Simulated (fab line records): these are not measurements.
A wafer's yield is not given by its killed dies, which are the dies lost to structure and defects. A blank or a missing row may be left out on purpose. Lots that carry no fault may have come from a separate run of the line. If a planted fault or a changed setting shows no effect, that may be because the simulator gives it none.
Chamber matching + flow n5_finfet + 4 sister chambers for N5_BEOL_M8_STRIP_67 on rie_diel-01
The step strips in CF4. 4 wafers are shown with their chamber, then 12 later ones without.

== WAFERS, EACH WITH ITS CHAMBER ==
| wafer  | chamber | showerhead_plenum_p_Torr (Torr) |
|--------|---------|---------------------------------|
| L092.5 | 0       | 1.77                            |
| L092.6 | 3       | 1.88                            |
| L091.5 | 1       | 1.77                            |
| L091.6 | 2       | 1.88                            |

== WAFERS WHOSE CHAMBER IS MISSING ==
| wafer  | showerhead_plenum_p_Torr (Torr) |
|--------|---------------------------------|
| L093.1 | 1.76                            |
| L093.2 | 1.88                            |
| L093.3 | 1.88                            |
| L093.4 | 1.77                            |
| L093.5 | 1.88                            |
| L093.6 | 1.88                            |
| L095.2 | 1.88                            |
| L095.3 | 1.77                            |
| L095.5 | 1.77                            |
| L096.1 | 1.77                            |
| L096.3 | 1.88                            |
| L096.5 | 1.76                            |

== WHICH CHAMBER EACH WENT THROUGH ==
| wafer  | from the rows above     | in truth |
|--------|-------------------------|----------|
| L093.1 | can't be placed: 0 or 1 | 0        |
| L093.2 | can't be placed: 2 or 3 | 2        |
| L093.3 | can't be placed: 2 or 3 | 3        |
| L093.4 | can't be placed: 0 or 1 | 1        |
| L093.5 | can't be placed: 2 or 3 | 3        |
| L093.6 | can't be placed: 2 or 3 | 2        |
| L095.2 | can't be placed: 2 or 3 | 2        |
| L095.3 | can't be placed: 0 or 1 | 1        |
| L095.5 | can't be placed: 0 or 1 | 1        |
| L096.1 | can't be placed: 0 or 1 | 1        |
| L096.3 | can't be placed: 2 or 3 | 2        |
| L096.5 | can't be placed: 0 or 1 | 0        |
Placed correctly: 0 of 12. From these rows, 12 cannot be placed; in 12 the true chamber is one of the candidates. Number placed wrongly: 0.
How it was worked out, from the rows above alone: a wafer's distance from a chamber is the root of the sum, over the readings, of the square of ((its reading less the chamber's mean) divided by the reading's scatter). If the next closest chamber is less than 2 further off than the closest, the wafer can't be placed; otherwise it belongs to the closest. The mean given for a chamber averages the wafers shown for that chamber. The scatter: root of mean squared gap, hidden wafer to nearest shown wafer, with one shown wafer a chamber.
